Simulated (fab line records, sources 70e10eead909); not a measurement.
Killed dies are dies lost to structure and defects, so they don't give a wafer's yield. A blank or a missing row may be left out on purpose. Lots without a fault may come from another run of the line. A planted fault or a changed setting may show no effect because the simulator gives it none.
Chamber matching | flow nand_harc | NHARC_A_STAIRCASE_DEP_151 on pecvd-02: 3 sister chambers
The step deposits SiO2, target thk 3800 nm. 6 wafers are shown with their chamber, then 7 later ones without.

WAFERS WITH THEIR CHAMBER
wafer  | chamber | heater_power_w (W)
L077.5 | 1       | 628
L085.3 | 0       | 768
L085.4 | 2       | 551
L085.6 | 1       | 591
L088.1 | 2       | 687
L088.2 | 0       | 810

WAFERS WITHOUT THEIR CHAMBER
wafer  | heater_power_w (W)
L088.6 | 551
L091.3 | 719
L091.4 | 647
L091.5 | 592
L092.2 | 719
L092.3 | 665
L092.5 | 633

WHICH CHAMBER EACH WENT THROUGH
wafer  | from the rows above          | in truth
L088.6 | can't be placed: 1 or 2      | 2
L091.3 | can't be placed: 0 or 2 or 1 | 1
L091.4 | can't be placed: 2 or 1 or 0 | 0
L091.5 | can't be placed: 1 or 2      | 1
L092.2 | can't be placed: 0 or 2 or 1 | 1
L092.3 | can't be placed: 2 or 1 or 0 | 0
L092.5 | can't be placed: 2 or 1      | 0
Placed correctly: 0 of 7. Can't be placed from these rows: 7 (the true chamber is among the candidates in 6). Placed wrongly: 0.
How it was worked out, from the rows above alone: a wafer's distance from a chamber is the root of the sum, over the readings, of the square of ((its reading less the chamber's mean) divided by the reading's scatter). The wafer belongs to the nearest chamber; if the next one is less than 2 further off, it can't be placed. A chamber's mean is the mean of its shown wafers. The scatter: the root of (the sum of the squares of (reading less its chamber's mean) over the shown wafers, divided by (wafers less chambers)).
